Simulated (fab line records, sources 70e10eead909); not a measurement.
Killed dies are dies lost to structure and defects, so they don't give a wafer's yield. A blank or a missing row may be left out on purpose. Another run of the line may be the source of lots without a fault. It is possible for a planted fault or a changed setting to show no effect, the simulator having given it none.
fab line records -- flow nandHarc
[record] lots = 13, wafers = 39, lastDay = 24
route steps=1159 shown A_BONDPAD@1087 THIN_TSV@1116
lots that met no fault: from a run of the same line without faults
startH: start of the lot's first displayed wafer, in hours after the record's first day -- waitH: time in hours since the lot's previous step -- " repeats the value in the row above -- L1.1+2: a row that stands for several wafers -- - no value, or no start was given -- * or withheld: withheld -- < > ~ a bound
route shown NAME@n: names a module that has steps shown in the file, with the first one's number in the route -- usual: the fault-free wafers' mean and standard deviation -- same: alike in all rows -- chamber/n: place in a boat -- sites: readings site by site -- _std_site: standard deviation across them -- _edge_site: mean of outer sites minus mean of inner sites -- radiusMm: for every site, how far away it sits from the centre of the wafer -- mask NAME#n: copy n -- behind: the tool/chamber that last shaped the wafer -- hold: cause of the lot's hold/its duration in hours/its outcome -- device: transistor that didn't switch, given as n, p or np -- end of line: at the end of the route, the tests of the same wafers -- a step given without rows: its recipe and nothing more -- killed: not the wafer's yield, but the dies lost to structure and defects at the first sort -- map: shows each die of a wafer: x if killed, . if not, _ if none is there
set.NAME: setting as actually run; set.NAME@STEP: the setting as run at that earlier step -- model.NAME: the simulator's own value behind a step, which no gauge read
route steps across a sampled set of lots; one table per step, one row per wafer
services: when a tool's chamber went out of use (startH, in hours from the record's first day, below 0 if earlier), for how many hours, and the reason
[[steps]]
[step NHARC_A_BONDPAD_ANNEAL_28]
[recipe] tempC = 225, timeS = 90
[usual] wafer_temp_C_max = 225.95/0.24
lot.wafer,tool,chamber,startH,waitH,wafer_temp_C_max
L262.1,rtpAnneal-01,0,396.08,0.3,226.02
L262.2,rtpAnneal-01,0,396.08,0.3,225.84
L262.3,rtpAnneal-01,0,396.08,0.3,225.56
L263.1,rtpAnneal-01,0,415.87,0.4,225.79
L263.3,rtpAnneal-01,0,415.87,0.4,226.62
L263.4,rtpAnneal-01,0,415.87,0.4,226.51
L264.3,rtpAnneal-01,0,417.62,-,226.09
L264.5,rtpAnneal-01,0,417.62,-,225.68
L264.6,rtpAnneal-01,0,417.62,-,225.55
L265.2,rtpAnneal-02,0,418.21,-,225.61
L265.5,rtpAnneal-02,0,418.21,-,225.81
L265.6,rtpAnneal-02,0,418.21,-,226.00
L267.2,rtpAnneal-02,0,428.57,0.3,226.10
L267.3,rtpAnneal-02,0,428.57,0.3,225.92
L267.4,rtpAnneal-02,0,428.57,0.3,225.61
L269.1,rtpAnneal-01,0,441.28,0.3,225.69
L269.2,rtpAnneal-01,0,441.28,0.3,225.71
L269.4,rtpAnneal-01,0,441.28,0.3,225.56
L270.2,rtpAnneal-02,0,466.65,0.4,226.40
L270.3,rtpAnneal-02,0,466.65,0.4,226.07
L270.4,rtpAnneal-02,0,466.65,0.4,225.76
L274.3,rtpAnneal-02,0,482.75,-,226.04
L274.4,rtpAnneal-02,0,482.75,-,226.30
L274.6,rtpAnneal-02,0,482.75,-,225.90
L273.1,rtpAnneal-02,0,497.37,-,225.96
L273.3,rtpAnneal-02,0,497.37,-,226.64
L273.6,rtpAnneal-02,0,497.37,-,226.24
L280.1,rtpAnneal-01,0,520.43,-,225.67
L280.2,rtpAnneal-01,0,520.43,-,225.90
L280.6,rtpAnneal-01,0,520.43,-,225.92
L282.3,rtpAnneal-01,0,528.41,-,225.88
L282.4,rtpAnneal-01,0,528.41,-,225.89
L282.6,rtpAnneal-01,0,528.41,-,225.85
L284.1,rtpAnneal-02,0,540.18,0.3,225.82
L284.3,rtpAnneal-02,0,540.18,0.3,225.61
L284.4,rtpAnneal-02,0,540.18,0.3,225.41
L283.1,rtpAnneal-02,0,545.24,0.3,225.69
L283.4,rtpAnneal-02,0,545.24,0.3,225.79
L283.6,rtpAnneal-02,0,545.24,0.3,226.28
[step NHARC_THIN_TSV_CD_MEAS_12]
[recipe] targetCdNm = 1000, landingEnergyEv = 500
[usual] cdNm = 999.6/1.6
lot.wafer,tool,chamber,startH,waitH,cdNm
L262.1,cdSem-01,0,412.47,-,997.7
L262.2,cdSem-01,0,412.47,-,999.3
L262.3,cdSem-01,0,412.47,-,998.6
L263.1,cdSem-01,0,434.60,-,996.7
L263.3,cdSem-01,0,434.60,-,997.9
L263.4,cdSem-01,0,434.60,-,996.9
L264.3,cdSem-03,0,435.91,-,998.2
L264.5,cdSem-03,0,435.91,-,1001.3
L264.6,cdSem-03,0,435.91,-,999.6
L265.2,cdSem-03,0,437.09,-,998.9
L265.5,cdSem-03,0,437.09,-,1000.4
L265.6,cdSem-03,0,437.09,-,1000.6
L267.2,cdSem-01,0,440.70,-,1000.2
L267.3,cdSem-01,0,440.70,-,999.3
L267.4,cdSem-01,0,440.70,-,1000.6
L269.1,cdSem-03,0,456.75,-,997.3
L269.2,cdSem-03,0,456.75,-,999.2
L269.4,cdSem-03,0,456.75,-,998.2
L270.2,cdSem-01,0,479.11,-,1000.3
L270.3,cdSem-01,0,479.11,-,1002.3
L270.4,cdSem-01,0,479.11,-,1001.7
L274.3,cdSem-01,0,496.50,-,999.5
L274.4,cdSem-01,0,496.50,-,998.3
L274.6,cdSem-01,0,496.50,-,998.5
L273.1,cdSem-02,0,511.25,-,998.7
L273.3,cdSem-02,0,511.25,-,999.1
L273.6,cdSem-02,0,511.25,-,1001.5
L280.1,cdSem-03,0,532.37,-,999.6
L280.2,cdSem-03,0,532.37,-,998.8
L280.6,cdSem-03,0,532.37,-,999.6
L282.3,cdSem-03,0,543.46,-,997.5
L282.4,cdSem-03,0,543.46,-,997.0
L282.6,cdSem-03,0,543.46,-,997.2
L284.1,cdSem-03,0,552.40,-,1000.7
L284.3,cdSem-03,0,552.40,-,999.3
L284.4,cdSem-03,0,552.40,-,997.0
L283.1,cdSem-03,0,558.59,-,1000.5
L283.4,cdSem-03,0,558.59,-,1001.3
L283.6,cdSem-03,0,558.59,-,998.5
[step NHARC_THIN_TSV_PRE_CLEAN_54]
[recipe] timeS = 30, tempC = 280, gas = H2/He
[usual] heaterPowerW = 397/27
lot.wafer,tool,chamber,startH,waitH,heaterPowerW
L262.3,pvdSputter-01,-,417.56,0.1,398
L262.1,pvdSputter-01,-,417.56,0.1,370
L262.2,pvdSputter-01,-,417.56,0.1,448
L263.3,pvdSputter-03,-,439.43,0.0,393
L263.1,pvdSputter-03,-,439.43,0.0,423
L263.4,pvdSputter-03,-,439.43,0.0,398
L264.3,pvdSputter-02,-,440.92,0.1,340
L264.6,pvdSputter-02,-,440.92,0.1,398
L264.5,pvdSputter-02,-,440.92,0.1,401
L265.2,pvdSputter-01,-,442.05,0.1,454
L265.5,pvdSputter-01,-,442.05,0.1,408
L265.6,pvdSputter-01,-,442.05,0.1,371
L267.4,pvdSputter-01,-,445.68,0.1,359
L267.2,pvdSputter-01,-,445.68,0.1,455
L267.3,pvdSputter-01,-,445.68,0.1,388
L269.4,pvdSputter-02,-,462.95,0.1,397
L269.1,pvdSputter-02,-,462.95,0.1,355
L269.2,pvdSputter-02,-,462.95,0.1,392
L270.3,pvdSputter-02,-,484.36,0.1,403
L270.4,pvdSputter-02,-,484.36,0.1,343
L270.2,pvdSputter-02,-,484.36,0.1,401
L274.4,pvdSputter-01,-,501.85,0.1,375
L274.3,pvdSputter-01,-,501.85,0.1,458
L274.6,pvdSputter-01,-,501.85,0.1,371
L273.3,pvdSputter-02,-,516.25,0.0,399
L273.1,pvdSputter-02,-,516.25,0.0,397
L273.6,pvdSputter-02,-,516.25,0.0,350
L280.2,pvdSputter-01,-,537.83,0.1,350
L280.1,pvdSputter-01,-,537.83,0.1,397
L280.6,pvdSputter-01,-,537.83,0.1,436
L282.3,pvdSputter-01,-,551.68,0.0,437
L282.4,pvdSputter-01,-,551.68,0.0,345
L282.6,pvdSputter-01,-,551.68,0.0,450
L284.4,pvdSputter-01,-,557.29,0.1,444
L284.3,pvdSputter-01,-,557.29,0.1,346
L284.1,pvdSputter-01,-,557.29,0.1,389
L283.4,pvdSputter-02,-,563.52,0.1,408
L283.1,pvdSputter-02,-,563.52,0.1,394
L283.6,pvdSputter-02,-,563.52,0.1,343
[step NHARC_THIN_TSV_ETCH_36]
[recipe] targetDepthA = 650, overEtchFrac = 0.3, timeS = 18.571, ionEnergyEv = 150, chemistry = Cl2/BCl3
[usual] drypumpMotorCurrentA = 5.7/0.31, oesProductAu = 1.000/0.0071, overEtchFrac = 0.3/0
lot.wafer,tool,chamber,startH,waitH,drypumpMotorCurrentA,oesProductAu,overEtchFrac,rfHoursCounterH
L262.1,rieMetal-02,0,419.17,0.2,6.0,0.988,0.3,0.9
L262.2,rieMetal-02,1,419.17,0.2,5.9,0.996,0.3,0.9
L262.3,rieMetal-02,0,419.17,0.2,6.0,0.991,0.3,-
L263.1,rieMetal-01,1,440.93,0.2,4.9,0.994,0.3,2.7
L263.3,rieMetal-01,0,440.93,0.2,5.7,1.000,0.3,-
L263.4,rieMetal-01,1,440.93,0.2,4.9,0.996,0.3,-
L264.3,rieMetal-02,1,442.43,0.2,5.9,1.010,0.3,-
L264.6,rieMetal-02,0,442.43,0.2,6.0,0.992,0.3,-
L264.5,rieMetal-02,1,442.43,0.2,5.9,1.000,0.3,-
L265.2,rieMetal-03,0,443.73,0.2,5.7,1.007,0.3,5.1
L265.6,rieMetal-03,1,443.73,0.2,5.8,1.001,0.3,-
L265.5,rieMetal-03,0,443.73,0.2,5.7,0.995,0.3,-
L267.2,rieMetal-03,0,447.27,0.3,5.7,0.993,0.3,5.3
L267.4,rieMetal-03,0,447.27,0.3,5.7,0.995,0.3,-
L267.3,rieMetal-03,1,447.27,0.3,5.8,1.002,0.3,-
L269.1,rieMetal-02,1,464.80,0.4,5.9,0.993,0.3,3.0
L269.2,rieMetal-02,1,464.80,0.4,5.9,1.014,0.3,-
L269.4,rieMetal-02,1,464.80,0.4,5.9,0.997,0.3,-
L270.2,rieMetal-03,0,485.86,0.2,5.7,0.993,0.3,0.7
L270.3,rieMetal-03,1,485.86,0.2,5.7,1.003,0.3,-
L270.4,rieMetal-03,0,485.86,0.2,5.7,0.996,0.3,-
L274.3,rieMetal-02,1,503.36,0.2,5.9,1.007,0.3,-
L274.4,rieMetal-02,0,503.36,0.2,5.9,0.996,0.3,-
L274.6,rieMetal-02,0,503.36,0.2,5.9,0.982,0.3,-
L273.1,rieMetal-03,0,517.89,0.2,5.7,1.006,0.3,1.4
L273.3,rieMetal-03,0,517.89,0.2,5.7,1.000,0.3,-
L273.6,rieMetal-03,0,517.89,0.2,5.7,1.011,0.3,-
L280.2,rieMetal-03,0,539.29,0.2,5.7,0.998,0.5071,2.4
L280.1,rieMetal-03,1,539.29,0.2,5.7,0.994,0.5071,2.4
L280.6,rieMetal-03,1,539.29,0.2,5.7,0.992,0.5071,-
L282.3,rieMetal-03,0,553.20,0.1,5.7,1.000,0.5071,-
L282.4,rieMetal-03,1,553.20,0.1,5.7,1.003,0.5071,-
L282.6,rieMetal-03,0,553.20,0.1,5.7,0.998,0.5071,-
L284.1,rieMetal-02,1,558.92,0.2,5.9,0.998,0.3,6.0
L284.3,rieMetal-02,1,558.92,0.2,5.9,1.002,0.3,-
L284.4,rieMetal-02,0,558.92,0.2,5.9,1.003,0.3,-
L283.1,rieMetal-03,1,565.05,0.2,5.8,0.991,0.5071,3.2
L283.4,rieMetal-03,1,565.05,0.2,5.8,0.998,0.5071,-
L283.6,rieMetal-03,1,565.05,0.2,5.8,0.996,0.5071,-
[[services]]
tool,chamber,startH,hours,kind
rieMetal-02,-,388.00,9.0,pm
pvdSputter-03,-,390.24,1.1,repair
pvdSputter-02,-,392.00,10.0,pm
pvdSputter-03,-,408.89,3.2,repair
pvdSputter-03,-,428.79,1.3,repair
pvdSputter-01,-,433.13,3.4,repair
rieMetal-01,1,435.40,1.7,repair
rieMetal-02,0,445.99,31.9,repair
pvdSputter-01,-,450.94,5.8,repair
rieMetal-03,-,453.00,9.0,pm
rieMetal-03,0,453.00,9.0,ventCycle
rieMetal-03,1,453.00,9.0,ventCycle
pvdSputter-03,-,458.00,10.0,pm
rieMetal-03,0,462.00,-,clean
rieMetal-03,1,462.00,-,clean
rieMetal-03,-,481.16,2.7,repair
pvdSputter-03,-,494.36,1.8,repair
rieMetal-03,-,504.20,0.2,repair
rieMetal-01,-,509.00,9.0,pm
pvdSputter-01,-,514.05,10.0,pm
pvdSputter-03,-,528.21,18.2,repair
rtpAnneal-01,-,540.09,0.4,repair
rieMetal-02,0,547.92,5.7,repair
rieMetal-02,-,565.00,9.0,pm
[[key]]
[firstSign] step = NHARC_THIN_TSV_ETCH_36, reading = overEtchFrac, direction = up, sigmas = 99+, usual = 0.3, struck = 0.5071
effect none on later readings
metAt NHARC_THIN_TSV_ETCH_36
struckLots L280,L282,L283
notActingAt NHARC_A_BONDPAD_ANNEAL_28,NHARC_THIN_TSV_CD_MEAS_12,NHARC_THIN_TSV_PRE_CLEAN_54
onsetBetween 517.89 539.29
[fault] kind = processParameterDrift, tool = rieMetal-03, chamber = -, onsetH = 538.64, steps = NHARC_THIN_TSV_ETCH_36, channel = overEtchFrac, offset = 0.2071, shape = step, endH = 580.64, stated = 0.3
